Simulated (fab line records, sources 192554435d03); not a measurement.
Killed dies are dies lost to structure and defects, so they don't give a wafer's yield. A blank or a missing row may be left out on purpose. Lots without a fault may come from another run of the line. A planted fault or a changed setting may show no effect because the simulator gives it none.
Problem report in the 8D (eight disciplines) form, filled by code | flow n5_finfet | the parts of the form that need people (team, actions taken, sign-off) are left out

1. THE PROBLEM
killed_at_other at N5_PASSIVATION_PROBE_49 reads a mean of 1081.0 on 2 wafers of 2 lots; wafers without a fault read 3.5 with a standard deviation of 2.6. That is +99 or more standard deviations from the usual mean.
First seen on wafer L667.4, day 13 21:05, on prober-02. The record holds 14 wafers of 6 lots with a number at this step. Rule for "out", or "out of limits": more than 4 standard deviations from the usual mean. The other wafers with a number count as sound.

2. WHAT IT IS AND WHAT IT IS NOT
question                    | is                                                                                             | is not
which readings at this step | killed_at_other, defect_limited_yield, killed_dies, killed_on_rim, sort_n_pass, sort_yield_pct | killed_at_M0_to_M3, killed_at_contacts, killed_at_front_end, killed_short, sort_bin_5_function, sort_bin_6_memory
which lots                  | L667, L669                                                                                     | L662, L668, L673, L677
which wafers of those lots  | L667.4, L669.4                                                                                 | L667.2, L669.6
read on which tools         | prober-02                                                                                      | prober-01
when                        | from day 13 21:05                                                                              | up to then (4 sound wafers); but 8 sound wafers of L668, L669, L673, L677 came after

3. SUSPECTS, AND WHAT RULES EACH OUT
Counting: a tool at a process step up to the reading stays a suspect if it ran every lot that is out. Sound lots after the first of them don't rule it out here, since some wafers of a struck lot are sound.
- pecvd-04 at N5_MIM_TOP_ETCH_PECVD_03 (deposits SiNx from SiH4/NH3/N2, target thk 20 nm, time 17.6 s): kept. It ran every lot that is out, first L667 (day 13 10:43).
- prober-02 at N5_PASSIVATION_PROBE_49: kept. It ran every lot that is out, first L667 (day 13 20:59); its last sound lot up to then is L662 (day 13 00:16). Its own readings are out on those wafers: defect_limited_yield, killed_at_other, killed_dies, killed_on_rim, sort_n_pass, sort_yield_pct.
Left after counting: pecvd-04 at N5_MIM_TOP_ETCH_PECVD_03, prober-02 at N5_PASSIVATION_PROBE_49.

4. THE CAUSE (what the simulator had put in)
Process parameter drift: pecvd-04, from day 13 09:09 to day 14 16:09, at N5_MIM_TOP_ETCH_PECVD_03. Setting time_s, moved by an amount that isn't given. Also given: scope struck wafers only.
Counting left 2 suspects, and this tool is among them.

5. THE CHAIN OF EFFECTS, in route order
Each row: a reading whose mean over the struck wafers that have a number lies more than 3 standard deviations from the usual. Only readings for which the record gives a usual standard deviation are gone through. hours: the time from each lot's start at the first step in this table that gives one to its start at this step, as a median over the lots. sigmas: the change in usual standard deviations.
hours | step                    | reading              | usual  | on struck wafers | change  | sigmas
0     | N5_PASSIVATION_PROBE_49 | defect_limited_yield | 91.3 % | 0.0              | -91.3   | -70
0     | N5_PASSIVATION_PROBE_49 | killed_at_other      | 3.5    | 1081.0           | +1077.5 | +99 or more
0     | N5_PASSIVATION_PROBE_49 | killed_dies          | 102    | 1180             | +1078   | +72
0     | N5_PASSIVATION_PROBE_49 | killed_on_rim        | 13     | 152              | +139    | +41
0     | N5_PASSIVATION_PROBE_49 | sort_n_pass          | 1078   | 0                | -1078   | -72
0     | N5_PASSIVATION_PROBE_49 | sort_yield_pct       | 91.3 % | 0.0              | -91.3   | -70
The process steps in it:
- N5_PASSIVATION_PROBE_49

6. WHAT WOULD HAVE CAUGHT IT SOONER
In this record the first reading out of limits was taken at day 13 21:05, 12 hours after the fault began at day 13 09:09.
Of the tool readings at N5_MIM_TOP_ETCH_PECVD_03 for which the record gives a usual standard deviation, none was out on any struck wafer, so an alarm limit of 4 standard deviations on them would not have fired.
Of the lots that are out (2), L669 began N5_MIM_TOP_ETCH_PECVD_03 on pecvd-04 after day 13 21:05. A hold on the tool at that time would have spared it.
